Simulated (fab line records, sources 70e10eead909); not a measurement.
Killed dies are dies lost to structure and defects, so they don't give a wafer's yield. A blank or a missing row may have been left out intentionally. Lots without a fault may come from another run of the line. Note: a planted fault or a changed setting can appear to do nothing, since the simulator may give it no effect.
Matching of chambers | flow nand_harc | pecvd-03 running NHARC_P_M2_DEP_33: 3 sister chambers
The step deposits SiCN, target thk 30 nm. 14 wafers are shown with their chamber, then 7 later ones without.

WAFERS WITH THEIR CHAMBER
wafer  | chamber | heater_power_w (W)
L077.1 | 0       | 529
L077.2 | 2       | 567
L077.3 | 1       | 465
L084.1 | 1       | 457
L084.4 | 1       | 455
L084.6 | 2       | 621
L088.3 | 0       | 528
L088.5 | 0       | 529
L088.6 | 1       | 500
L090.2 | 1       | 558
L090.5 | 2       | 550
L090.6 | 1       | 561
L093.4 | 2       | 614
L093.5 | 0       | 466

SIGNATURES (averages over the wafers above)
reading        | chamber 0 | chamber 1 | chamber 2 | scatter within a chamber
heater_power_w | 513.00    | 499.33    | 588.00    | 41.3
Rule: a wafer's distance from a chamber is the root of the sum, over the readings, of the square of ((its reading less the chamber's mean) divided by the reading's scatter). The wafer belongs to the nearest chamber; if the next one is less than 2 further off, it can't be placed. The scatter: take each reading less its chamber's mean, square it, sum over the shown wafers, divide by the number of wafers less the number of chambers, and take the root.

WAFERS WITH NO CHAMBER GIVEN
wafer  | heater_power_w (W)
L093.6 | 505
L094.1 | 551
L094.3 | 558
L094.6 | 550
L095.3 | 462
L095.4 | 598
L095.5 | 488

THE CHAMBER EACH PASSED THROUGH
wafer  | from the rows above          | in truth
L093.6 | can't be placed: 1 or 0 or 2 | 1
L094.1 | can't be placed: 2 or 0 or 1 | 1
L094.3 | can't be placed: 2 or 0 or 1 | 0
L094.6 | can't be placed: 0 or 2 or 1 | 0
L095.3 | can't be placed: 1 or 0      | 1
L095.4 | can't be placed: 2 or 0      | 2
L095.5 | can't be placed: 1 or 0      | 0
0 of 7 placed correctly. Cannot be placed on the basis of these rows: 7; the candidates contain the true chamber in 7. Wrongly placed: 0.
